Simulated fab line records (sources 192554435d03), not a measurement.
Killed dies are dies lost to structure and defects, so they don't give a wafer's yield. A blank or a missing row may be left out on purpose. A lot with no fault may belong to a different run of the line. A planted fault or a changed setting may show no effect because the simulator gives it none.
Which tool was responsible? -- flow n5 finfet -- 12 lots, 36 wafers sampled, at 3 steps of a route of 1938

## WHAT THE GAUGES READ, wafer by wafer
N5_BEOL_M10_CD_MEAS_18: pitch 140 nm, target cd 70 nm.
lot,measured,on,cd nm (nm)
L075,day 10 17:10,cd sem-01,69.2 69.5 69.4
L076,day 10 20:32,cd sem-03,69.8 69.6 69.4
L078,day 11 00:23,cd sem-02,68.9 69.2 69.0
L082,day 11 23:09,cd sem-03,69.2 69.9 69.9
L083,day 12 08:07,cd sem-03,68.8 69.4 68.7
L086,day 13 05:36,cd sem-01,69.5 69.7 69.7
L088,day 13 13:32,cd sem-01,69.8 69.5 69.6
L089,day 13 20:25,cd sem-03,70.6 69.9 69.6
L090,day 14 04:36,cd sem-01,69.6 70.3 70.3
L092,day 15 01:43,cd sem-03,69.9 69.9 70.0
L095,day 15 14:49,cd sem-03,70.3 71.2 70.5
L097,day 16 02:16,cd sem-03,70.3 69.7 70.4

## WHAT TOOL EACH LOT RAN ON (gives the tool, then ch and the chambers of the sampled wafers, and finally the start)
lot,N5_BEOL_M10_PECVD_70,N5_BEOL_M10_ETCH_61
L075,"pecvd-03 ch 0,1, day 10 15:05","rie diel-06 ch 0,2, day 10 16:40"
L076,"pecvd-04 ch 0,1,2, day 10 18:04","rie diel-04 ch 1,2,3, day 10 20:07"
L078,"pecvd-01 ch 0,1,2, day 10 21:19","rie diel-05 ch 0,2, day 10 23:58"
L082,"pecvd-04 ch 0,2, day 11 21:48","rie diel-05 ch 1,2, day 11 22:44"
L083,"pecvd-04 ch 1,2, day 12 06:27","rie diel-04 ch 0,2,3, day 12 07:42"
L086,"pecvd-04 ch 0,2, day 13 02:49","rie diel-06 ch 0,1, day 13 05:11"
L088,"pecvd-01 ch 2, day 13 09:50","rie diel-04 ch 0,3, day 13 13:04"
L089,"pecvd-03 ch 0,2, day 13 18:08","rie diel-05 ch 0,1,2, day 13 19:59"
L090,"pecvd-03 ch 0,1,2, day 14 01:58","rie diel-06 ch 0,2,3, day 14 04:11"
L092,"pecvd-04 ch 0,2, day 14 21:40","rie diel-04 ch 0,1,3, day 15 01:18"
L095,"pecvd-01 ch 0,1, day 15 13:14","rie diel-04 ch 0,2, day 15 14:24"
L097,"pecvd-01 ch 0,1,2, day 16 00:19","rie diel-06 ch 1,2, day 16 01:41"
- N5_BEOL_M10_PECVD_70: deposits SiO2 from TEOS/O2, target thk 20 nm, time 22.7 s.
- N5_BEOL_M10_ETCH_61: etches SiARC in CF4, target depth 39 nm, time 65 s.

## THE ANSWER, worked out from the rows above alone
Rule: the lots themselves supply what counts as usual. The widest of any qualifying gaps counts: lots, ordered by their means at a reading, are off when they make up no more than a third of the lots, leave a main group of 4 or more, and stand apart from it by 3 or more times the standard deviation of that group's means. The tables above print the reading to a certain number of digits; a main group whose means all agree to those digits is not used. Also off: a lot with no number at a reading for which 4 or more lots have one. Any other lot the step has rows for is counted as sound.
Nothing can be told from this: no lot is off at any reading shown.

## WHAT HAD BEEN PUT IN BY THE SIMULATOR
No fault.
